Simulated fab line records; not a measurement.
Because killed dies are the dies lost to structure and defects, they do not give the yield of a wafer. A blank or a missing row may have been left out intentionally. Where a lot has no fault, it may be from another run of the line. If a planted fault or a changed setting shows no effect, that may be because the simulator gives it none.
fab line records ; flow n5_finfet
record lots=5; wafers=15; last_day=17
route steps=1938 shown PASSIVATION@1923 END@1938
lots that met no fault: taken from a fault-free run of the same line
start_h: hours from the record's opening day to when the first of the lot's shown wafers began ; wait_h: time in hours since the lot's previous step ; " as in the row above ; L1.1+2: a row that stands for several wafers ; - no value present, or no start provided ; * or withheld: withheld ; < > ~ a bound
route shown NAME@n: a module of which the file shows steps, and the number in the route of the first ; usual: average and standard deviation across the fault-free wafers ; same: alike in all rows ; chamber/n: place in a boat ; sites: each site's reading ; _std_site: how widely they spread, as a standard deviation ; _edge_site: the outer-site mean with the inner-site mean subtracted ; radius_mm: how far each site lies from the wafer's centre ; mask NAME#n: copy n ; behind: the tool/chamber that last shaped the wafer ; hold: why the lot was held/for how many hours/how that ended ; device: whichever transistor did not switch (one of n, p or np) ; end of line: tests of these same wafers at the route's end ; a step without rows: its recipe alone ; killed: count of dies lost to structure and defects at first sort (not the wafer's yield) ; map: the dies of a wafer, with x for killed, . for not killed, _ for no die there
set.NAME: the setting as run; set.NAME@STEP: as run at that earlier step ; model.NAME: the simulator's own value behind a step, which no gauge read
lots seen at some steps along the route; tables by step, rows by wafer
services: from which hour (start_h, from the record's first day; less than 0 if before it) a tool's chamber was out of use, for how many hours, and why
## steps
# step N5_PASSIVATION_DEVELOP_43
# recipe develop_time_s=60; rinse_liquid=diw; dry=air_spin; dev_temp_c=21
# usual developer_temp_C=21.04/0.1
lot.wafer;tool;chamber;start_h;wait_h;developer_temp_C
L074.3;litho_track-01;0;-;-;20.84
L074.4;litho_track-01;0;-;-;20.92
L074.6;litho_track-01;0;-;-;20.91
L075.4;litho_track-02;0;-;-;21.11
L075.5;litho_track-02;0;-;-;21.03
L075.6;litho_track-02;0;-;-;21.01
L081.1;litho_track-01;0;-;-;21.03
L081.2;litho_track-01;0;-;-;20.93
L081.4;litho_track-01;0;-;-;21.03
L089.1;litho_track-02;0;-;-;20.91
L089.4;litho_track-02;0;-;-;20.88
L089.5;litho_track-02;0;-;-;20.75
L095.1;litho_track-02;0;-;-;21.09
L095.3;litho_track-02;0;-;-;21.11
L095.4;litho_track-02;0;-;-;21.09
# step N5_PASSIVATION_HARDBAKE_45
# recipe temp_c=130; time_s=120
lot.wafer;tool;chamber;start_h;wait_h
L074.3+4+6;litho_track-01;0;-;-
L075.4+5+6;litho_track-02;0;-;-
L081.1+2+4;litho_track-01;0;-;-
L089.1+4+5;litho_track-02;0;-;-
L095.1+3+4;litho_track-02;0;-;-
# step N5_PASSIVATION_CD_MEAS_44
# recipe target_cd_nm=40000; landing_energy_ev=500; detector=se_inlens
# usual cd_nm=40001/3
lot.wafer;tool;chamber;start_h;wait_h;cd_nm
L074.3;cd_sem-02;0;261.51;-;40005
L074.4;cd_sem-02;0;261.51;-;40001
L074.6;cd_sem-02;0;261.51;-;40003
L075.4;cd_sem-02;0;275.42;-;39999
L075.5;cd_sem-02;0;275.42;-;39999
L075.6;cd_sem-02;0;275.42;-;40000
L081.1;cd_sem-03;0;312.36;-;40005
L081.2;cd_sem-03;0;312.36;-;40004
L081.4;cd_sem-03;0;312.36;-;40006
L089.1;cd_sem-02;0;375.17;-;39996
L089.4;cd_sem-02;0;375.17;-;39999
L089.5;cd_sem-02;0;375.17;-;40000
L095.1;cd_sem-02;0;409.01;-;40006
L095.3;cd_sem-02;0;409.01;-;40003
L095.4;cd_sem-02;0;409.01;-;40004
# step N5_PASSIVATION_OVL_MEAS_66
# recipe points_per_wafer=44
# usual PASS_OPEN_OVL=-2/4.8
lot.wafer;tool;chamber;start_h;wait_h;PASS_OPEN_OVL[nm]
L074.3;overlay-02;0;261.54;0.0;-6
L074.4;overlay-02;0;261.54;0.0;-2
L074.6;overlay-02;0;261.54;0.0;-2
L075.4;overlay-01;0;275.44;0.0;-2
L075.5;overlay-01;0;275.44;0.0;7
L075.6;overlay-01;0;275.44;0.0;-5
L081.1;overlay-02;0;312.39;0.0;3
L081.2;overlay-02;0;312.39;0.0;-2
L081.4;overlay-02;0;312.39;0.0;-2
L089.1;overlay-02;0;375.20;0.0;3
L089.4;overlay-02;0;375.20;0.0;4
L089.5;overlay-02;0;375.20;0.0;-1
L095.1;overlay-02;0;409.05;0.0;-5
L095.3;overlay-02;0;409.05;0.0;-4
L095.4;overlay-02;0;409.05;0.0;-12
# step N5_PASSIVATION_INSPECT_67
# recipe mode=adi; inspect_instrument=macro
# usual raw_defect_count=1.9/1.3
lot.wafer;tool;chamber;start_h;wait_h;raw_defect_count
L074.3;defect_inspect-01;-;261.56;0.0;0
L074.4;defect_inspect-01;-;261.56;0.0;1
L074.6;defect_inspect-01;-;261.56;0.0;2
L075.4;defect_inspect-01;-;275.47;0.0;4
L075.5;defect_inspect-01;-;275.47;0.0;2
L075.6;defect_inspect-01;-;275.47;0.0;0
L081.1;defect_inspect-01;-;312.41;0.0;2
L081.2;defect_inspect-01;-;312.41;0.0;1
L081.4;defect_inspect-01;-;312.41;0.0;2
L089.1;defect_inspect-02;-;375.23;0.0;2
L089.4;defect_inspect-02;-;375.23;0.0;2
L089.5;defect_inspect-02;-;375.23;0.0;1
L095.1;defect_inspect-02;-;409.07;0.0;3
L095.3;defect_inspect-02;-;409.07;0.0;1
L095.4;defect_inspect-02;-;409.07;0.0;0
# step N5_PASSIVATION_DESCUM_46
# recipe chemistry=O2; time_s=7.9; source_power_w=50; bias_power_w=20; pressure_mtorr=20; rf_frequency_hz=2.712e+07; temp_c=40; o2_flow_sccm=225
# usual drypump_motor_current_A=5.7/0.46; oes_product_au=0.80/0.092; rf_vpp_V=242.4/0.9; showerhead_plenum_p_Torr=2.043/0.027; throttle_valve_pct=20.40/0.21
lot.wafer;tool;chamber;start_h;wait_h;drypump_motor_current_A;oes_product_au;rf_hours_counter_h;rf_vpp_V;showerhead_plenum_p_Torr;throttle_valve_pct
L074.3;rie_diel-02;0;261.74;0.2;5.6;0.76;138;242.3;2.016;20.51
L074.4;rie_diel-02;3;261.74;0.2;6.1;0.74;144;242.4;2.096;20.38
L074.6;rie_diel-02;0;261.74;0.2;5.6;0.76;-;241.0;2.016;20.52
L075.4;rie_diel-02;1;276.47;1.0;6.1;0.69;196;244.4;2.083;20.33
L075.5;rie_diel-02;3;276.47;1.0;6.1;0.74;-;241.8;2.094;20.37
L075.6;rie_diel-02;2;276.47;1.0;6.0;0.71;-;243.4;2.066;20.85
L081.1;rie_diel-01;0;312.86;0.4;6.5;0.80;96;242.5;2.028;20.09
L081.2;rie_diel-01;2;312.86;0.4;5.7;0.87;63;243.7;2.034;20.51
L081.4;rie_diel-01;2;312.86;0.4;5.7;0.86;-;243.4;2.035;20.49
L089.1;rie_diel-01;2;375.26;0.0;5.7;0.82;91;240.9;2.025;20.55
L089.4;rie_diel-01;3;375.26;0.0;4.8;0.92;11;243.3;2.048;20.31
L089.5;rie_diel-01;2;375.26;0.0;5.7;0.82;-;242.5;2.024;20.55
L095.1;rie_diel-02;1;410.04;1.0;6.1;0.67;241;242.5;2.067;20.39
L095.3;rie_diel-02;3;410.04;1.0;6.1;0.70;194;242.7;2.079;20.44
L095.4;rie_diel-02;1;410.04;1.0;6.1;0.66;-;242.6;2.068;20.38
# step N5_PASSIVATION_PASS_ETCH_47
# recipe chemistry=CF4/O2; target=SiNx; target_depth_a=7700; time_s=385; ion_energy_ev=100; pressure_mtorr=40; source_w=535; bias_w=49; Ar_flow_sccm=100; cf4_flow_sccm=100; O2_flow_sccm=10
# usual drypump_motor_current_A=5.7/0.46; mfc_ar_sccm=100.01/0.28; oes_product_au=0.80/0.088; rf_vpp_V=240.2/2; showerhead_plenum_p_Torr=2.156/0.028; throttle_valve_pct=15.84/0.24
lot.wafer;tool;chamber;start_h;wait_h;drypump_motor_current_A;mfc_ar_sccm;oes_product_au;rf_hours_counter_h;rf_vpp_V;showerhead_plenum_p_Torr;throttle_valve_pct
L074.3;rie_diel-02;0;261.77;0.0;5.6;99.94;0.75;139;238.5;2.120;15.91
L074.4;rie_diel-02;3;261.77;0.0;6.1;100.02;0.75;144;239.2;2.209;15.84
L074.6;rie_diel-02;0;261.77;0.0;5.6;99.85;0.76;-;239.8;2.121;15.90
L075.4;rie_diel-02;1;276.50;0.0;6.1;99.68;0.70;196;242.1;2.193;15.80
L075.5;rie_diel-02;3;276.50;0.0;6.1;99.73;0.74;-;238.7;2.206;15.87
L075.6;rie_diel-02;2;276.50;0.0;5.9;99.75;0.71;-;237.1;2.191;16.37
L081.1;rie_diel-01;0;312.89;0.0;6.5;100.09;0.81;96;241.8;2.140;15.58
L081.2;rie_diel-01;2;312.89;0.0;5.7;99.82;0.85;63;238.8;2.154;15.99
L081.4;rie_diel-01;2;312.89;0.0;5.7;100.18;0.85;-;238.3;2.154;15.96
L089.1;rie_diel-01;2;375.30;0.0;5.7;100.31;0.81;91;238.6;2.145;16.02
L089.4;rie_diel-01;3;375.30;0.0;4.8;99.90;0.91;11;242.0;2.170;15.76
L089.5;rie_diel-01;2;375.30;0.0;5.7;100.09;0.81;-;237.3;2.144;16.02
L095.1;rie_diel-02;1;410.07;0.0;6.1;99.99;0.67;241;242.5;2.177;15.87
L095.3;rie_diel-02;3;410.07;0.0;6.0;100.34;0.71;194;239.6;2.191;15.95
L095.4;rie_diel-02;1;410.07;0.0;6.1;100.42;0.67;-;242.4;2.178;15.88
# step N5_PASSIVATION_ETCH_54
# recipe chemistry=CHF3/O2; target=SiO2; target_depth_a=8800; CHF3_flow_sccm=50; O2_flow_sccm=5; Ar_flow_sccm=200; time_s=440; mask_material=PR; pressure_mtorr=30; source_w=650; bias_w=170; ion_energy_ev=200
# usual CHF3_flow_sccm=50.02/0.16; drypump_motor_current_A=5.7/0.46; mfc_ar_sccm=200.0/0.6; oes_product_au=0.80/0.087; rf_vpp_V=523/4; showerhead_plenum_p_Torr=2.35/0.031; throttle_valve_pct=18.76/0.24
lot.wafer;tool;chamber;start_h;wait_h;CHF3_flow_sccm;drypump_motor_current_A;mfc_ar_sccm;oes_product_au;rf_hours_counter_h;rf_vpp_V;showerhead_plenum_p_Torr;throttle_valve_pct
L074.3;rie_diel-02;0;262.00;0.1;50.02;5.6;200.6;0.76;139;522;2.32;18.84
L074.4;rie_diel-02;3;262.00;0.1;50.03;6.1;200.5;0.74;145;524;2.42;18.77
L074.6;rie_diel-02;0;262.00;0.1;50.08;5.6;200.6;0.76;-;521;2.32;18.85
L075.4;rie_diel-02;1;276.73;0.1;49.96;6.1;199.9;0.70;196;529;2.39;18.67
L075.5;rie_diel-02;3;276.73;0.1;49.99;6.1;200.2;0.74;-;522;2.41;18.79
L075.6;rie_diel-02;2;276.73;0.1;49.95;6.0;199.0;0.71;-;518;2.39;19.28
L081.1;rie_diel-01;0;313.12;0.1;50.07;6.5;199.6;0.81;97;524;2.34;18.46
L081.2;rie_diel-01;2;313.12;0.1;49.83;5.7;199.3;0.86;63;519;2.35;18.92
L081.4;rie_diel-01;2;313.12;0.1;50.13;5.7;200.0;0.85;-;518;2.35;18.91
L089.1;rie_diel-01;2;375.52;0.1;49.82;5.7;199.4;0.82;91;517;2.34;18.97
L089.4;rie_diel-01;3;375.52;0.1;49.69;4.8;200.1;0.93;11;527;2.37;18.71
L089.5;rie_diel-01;2;375.52;0.1;49.66;5.7;199.9;0.82;-;519;2.34;18.95
L095.1;rie_diel-02;1;410.30;0.1;50.09;6.1;199.9;0.67;241;528;2.38;18.75
L095.3;rie_diel-02;3;410.30;0.1;50.14;6.1;199.7;0.70;194;522;2.40;18.86
L095.4;rie_diel-02;1;410.30;0.1;50.02;6.1;200.2;0.67;-;527;2.38;18.75
# step N5_PASSIVATION_STRIP_48
# recipe chemistry=O2; power_w=600; temp_c=60; pressure_mtorr=30; rf_frequency_hz=6e+07; bias_power_w=0; overash_fraction=0.5; o2_flow_sccm=225
# usual drypump_motor_current_A=5.7/0.46; oes_product_au=0.80/0.094; rf_vpp_V=4.0/2.7; showerhead_plenum_p_Torr=2.048/0.027; throttle_valve_pct=16.64/0.22
lot.wafer;tool;chamber;start_h;wait_h;drypump_motor_current_A;oes_product_au;rf_hours_counter_h;rf_vpp_V;showerhead_plenum_p_Torr;throttle_valve_pct
L074.3;rie_diel-02;0;262.29;0.1;5.6;0.74;139;2.3;2.019;16.72
L074.4;rie_diel-02;3;262.29;0.1;6.1;0.72;145;4.5;2.100;16.67
L074.6;rie_diel-02;0;262.29;0.1;5.6;0.76;-;2.3;2.020;16.82
L075.4;rie_diel-02;1;277.02;0.1;6.1;0.69;196;3.5;2.087;16.60
L075.5;rie_diel-02;3;277.02;0.1;6.1;0.74;-;4.4;2.099;16.69
L075.6;rie_diel-02;2;277.02;0.1;5.9;0.73;-;4.4;2.070;17.07
L081.1;rie_diel-01;0;313.41;0.1;6.6;0.80;97;3.9;2.031;16.36
L081.2;rie_diel-01;2;313.41;0.1;5.7;0.85;63;4.6;2.040;16.71
L081.4;rie_diel-01;2;313.41;0.1;5.7;0.85;-;4.9;2.041;16.81
L089.1;rie_diel-01;2;375.81;0.1;5.7;0.82;91;4.9;2.030;16.76
L089.4;rie_diel-01;3;375.81;0.1;4.8;0.97;11;4.9;2.050;16.54
L089.5;rie_diel-01;2;375.81;0.1;5.7;0.84;-;3.3;2.028;16.83
L095.1;rie_diel-02;1;410.59;0.1;6.1;0.68;241;4.4;2.073;16.67
L095.3;rie_diel-02;3;410.59;0.1;6.0;0.69;194;2.7;2.082;16.74
L095.4;rie_diel-02;1;410.59;0.1;6.1;0.69;-;2.1;2.073;16.62
# step N5_PASSIVATION_STRIP_52
# recipe chemistry=post_etch_residue_remover; time_s=1200; temp_c=72.5
lot.wafer;tool;chamber;start_h;wait_h
L074.3+4+6;wet_bench-03;2,1,4;262.36;-
L075.4+5+6;wet_bench-03;6,4,7;277.09;-
L081.1+2+4;wet_bench-04;3,7,2;313.48;-
L089.1+4+5;wet_bench-06;1,6,3;375.88;-
L095.1+3+4;wet_bench-04;7,3,2;410.66;-
# step N5_PASSIVATION_CLEAN_71
# recipe chemistry=IPA; time_s=180; temp_c=25
lot.wafer;tool;chamber;start_h;wait_h
L074.3+4+6;wet_bench-03;2,1,4;262.69;0.0
L075.4+5+6;wet_bench-03;6,4,7;277.42;0.0
L081.1+2+4;wet_bench-04;3,7,2;313.81;0.0
L089.1+4+5;wet_bench-06;1,6,3;376.21;0.0
L095.1+3+4;wet_bench-04;7,3,2;411.02;0.0
# step N5_PASSIVATION_SRD_72
# recipe dry=ipa_marangoni; time_s=30; temp_c=23; rinse_liquid=diw
lot.wafer;tool;chamber;start_h;wait_h
L074.3+4+6;wet_bench-03;2,1,4;262.74;0.0
L075.4+5+6;wet_bench-03;6,4,7;277.47;0.0
L081.1+2+4;wet_bench-04;3,7,2;313.86;0.0
L089.1+4+5;wet_bench-06;1,6,3;376.27;0.0
L095.1+3+4;wet_bench-04;7,3,2;411.08;0.0
# step N5_PASSIVATION_ANNEAL_56
# recipe temp_c=400; time_s=1800; ambient=FGA; idle_temp_c=300; ramp_up_c_per_min=5; ramp_down_c_per_min=3
# usual tube_center_temp_C=400/0.034; tube_center_temp_C_max=401.02/0.17; zone_power_bottom_pct=6.6/0.58; zone_power_top_pct=10.0/1.1
lot.wafer;tool;chamber;start_h;wait_h;tube_center_temp_C;tube_center_temp_C_max;zone_power_bottom_pct;zone_power_top_pct
L074.3;furnace-02;0;262.79;0.0;400.04;401.06;5.7;10.9
L074.4;furnace-02;0;262.79;0.0;400.07;401.08;5.8;10.9
L074.6;furnace-02;0;262.79;0.0;400.03;400.82;5.8;10.8
L075.4;furnace-03;0;277.52;0.0;400;400.98;7.2;8.8
L075.5;furnace-03;0;277.52;0.0;399.93;401.01;7.2;8.8
L075.6;furnace-03;0;277.52;0.0;400.01;400.98;7.3;8.5
L081.1;furnace-01;0;313.91;0.0;400.02;401.05;6.5;10.9
L081.2;furnace-01;0;313.91;0.0;399.98;400.78;6.6;10.8
L081.4;furnace-01;0;313.91;0.0;400;401.05;6.6;10.8
L089.1;furnace-03;0;376.31;0.0;400.02;401.17;7.2;8.4
L089.4;furnace-03;0;376.31;0.0;399.96;401.19;7.1;8.7
L089.5;furnace-03;0;376.31;0.0;399.99;401.13;7.1;8.6
L095.1;furnace-03;0;411.12;0.0;400.02;401.24;7.3;8.5
L095.3;furnace-03;0;411.12;0.0;399.97;400.72;7.2;8.5
L095.4;furnace-03;0;411.12;0.0;399.99;400.95;7.2;8.7
# step N5_PASSIVATION_INSPECT_57
# recipe inspect_instrument=macro; mode=outgoing
# usual raw_defect_count=2.2/1.6
lot.wafer;tool;chamber;start_h;wait_h;raw_defect_count
L074.3;defect_inspect-02;-;265.14;0.0;2
L074.4;defect_inspect-02;-;265.14;0.0;1
L074.6;defect_inspect-02;-;265.14;0.0;1
L075.4;defect_inspect-02;-;279.88;0.0;6
L075.5;defect_inspect-02;-;279.88;0.0;1
L075.6;defect_inspect-02;-;279.88;0.0;0
L081.1;defect_inspect-01;-;316.25;0.0;3
L081.2;defect_inspect-01;-;316.25;0.0;3
L081.4;defect_inspect-01;-;316.25;0.0;2
L089.1;defect_inspect-02;-;378.67;0.0;2
L089.4;defect_inspect-02;-;378.67;0.0;0
L089.5;defect_inspect-02;-;378.67;0.0;3
L095.1;defect_inspect-02;-;413.47;0.0;1
L095.3;defect_inspect-02;-;413.47;0.0;3
L095.4;defect_inspect-02;-;413.47;0.0;0
## services
tool;chamber;start_h;hours;kind
litho_track-02;-;247.41;-;consumable_replace:filter
rie_diel-01;3;306.54;-;clean
rie_diel-01;3;306.54;-;consumable_replace:focus_ring
rie_diel-01;3;306.54;32.1;scheduled_down
rie_diel-01;3;306.54;32.1;vent_cycle
litho_track-01;-;328.35;-;consumable_replace:filter
wet_bench-03;-;339.22;2.1;repair
rie_diel-01;3;343.36;5.8;repair
rie_diel-02;1;374.63;3.0;repair
rie_diel-02;-;380.59;14.6;pm
rie_diel-01;-;396.58;15.6;pm
rie_diel-02;2;409.86;-;clean
rie_diel-02;2;409.86;-;consumable_replace:focus_ring
## key
fault none
